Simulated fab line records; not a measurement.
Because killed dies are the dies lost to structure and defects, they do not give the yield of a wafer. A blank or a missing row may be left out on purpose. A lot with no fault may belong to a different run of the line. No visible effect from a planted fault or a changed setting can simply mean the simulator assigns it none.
Struck lot and sound lot, side by side :: flow n5_finfet :: 15 out of 1938 route steps
Sound: the wafers L313.2, L313.3, L313.5. The struck wafers were L326.1, L326.3, L326.6. Last of all comes the cause.
Per side, at each step with rows, come the tool, then ch with its chambers, and then its first start. Under that, the readings that differ: sound wafers :: struck wafers :: difference of the means :: sigmas: that difference in standard deviations of wafers without a fault.
alike: same words and numbers on both sides, and readings whose means sit less than 2 such deviations apart. not compared: any withheld reading, any reading some wafer has no value for, any bound like >300 that may hide the same value, and any number with overlapping values for which the record gives no deviation.
The two part at a step that has a row with sigmas, a row that says differs or no value, or rows on one side only. Non-overlapping numbers with no deviation appear without sigmas and do not part them. A reading missing from all wafers of one side parts the sides only when that side holds two or more wafers.

first, 1 step without rows for these wafers: N5_BEOL_M1_SPUTTER_92 (material Cu, target thk 4.5 nm, time 8.29 s).
N5_BEOL_M1_ANNEAL_93: time 240 s.
  sound: pvd_sputter-02 at day 7 20:56; struck: pvd_sputter-02 at day 10 11:04
  alike: heater_power_w
N5_BEOL_M1_SPUTTER_94: material Cu, target thk 4.5 nm, time 8.29 s.
  sound: pvd_sputter-02 at day 7 21:05; struck: pvd_sputter-02 at day 10 11:13
  alike: chuck_sensor_temp_C, throttle_valve_pct
then, 3 steps without rows for these wafers: N5_BEOL_M1_ANNEAL_95 (time 240 s); N5_BEOL_M1_SPUTTER_96 (material Cu, target thk 4.5 nm, time 8.29 s); N5_BEOL_M1_ECD_50 (material Cu, target thk 300 nm).
N5_BEOL_M1_ANNEAL_51: time 90 s.
  sound on rtp_anneal-01 ch 0, day 7 21:32; struck on rtp_anneal-01 ch 0, day 10 11:37
  alike: anneal_temp_c, wafer_temp_C_max
then, 1 step without rows for these wafers: N5_BEOL_M1_CMP_52 (polishes, stops on SiOC, t overpolish 6.8 s, target thk 40 nm).
N5_BEOL_M1_THK_MEAS_53: measures by xrf.
  sound: film_metro-01 at day 7 22:06; struck: film_metro-02 at day 10 12:13
  alike: M1_THK
N5_BEOL_M1_PRE_CLEAN_60: time 15 s.
  sound on cvd_co-01 ch 1,2, day 7 22:26; struck on cvd_co-01 ch 0,1,2, day 10 12:21
  alike: heater_power_w
N5_BEOL_M1_CO_CAP_55: material Co, precursor CCTBA/H2, target thk 2 nm, time 102.1 s.
  sound on cvd_co-01 ch 1,2, day 7 22:30; struck on cvd_co-01 ch 0,1,2, day 10 12:23
  alike: heater_power_w
then, 1 step without rows for these wafers: N5_BEOL_M1_PRE_CLEAN_56 (time 15 s).
N5_BEOL_M1_DEP_57: deposits SiCN from 3MS/NH3, target thk 8 nm, time 14 s.
  sound on pecvd-02 ch 0,1, day 7 22:39; struck on pecvd-03 ch 0,1, day 10 12:31
  no value came back on the struck wafers for chamber_pressure_Torr (Torr), rf_fwd_power_W (W), showerhead_plenum_p_Torr (Torr), throttle_valve_pct (%); on the sound wafers chamber_pressure_Torr (Torr) reads 2.992 2.999 3.001
N5_BEOL_M4_RC_MEAS_101:
  the record has rows for the sound wafers here (prober-01 ch 0, day 11 10:03) and none for the struck ones
-- here the record skips 8 days between the struck wafers' starts before and after, leaving off in module BEOL_M4 and picking up in module PASSIVATION (first step shown: number 1936 of the route) --
N5_PASSIVATION_PROBE_49:
  only the struck wafers here have rows in the record (prober-02, day 18 16:52); the sound ones have none

## WHERE THEY PART
At N5_BEOL_M1_DEP_57 first; at N5_PASSIVATION_PROBE_49 last (within this record only).

WHY: what the simulator had put in
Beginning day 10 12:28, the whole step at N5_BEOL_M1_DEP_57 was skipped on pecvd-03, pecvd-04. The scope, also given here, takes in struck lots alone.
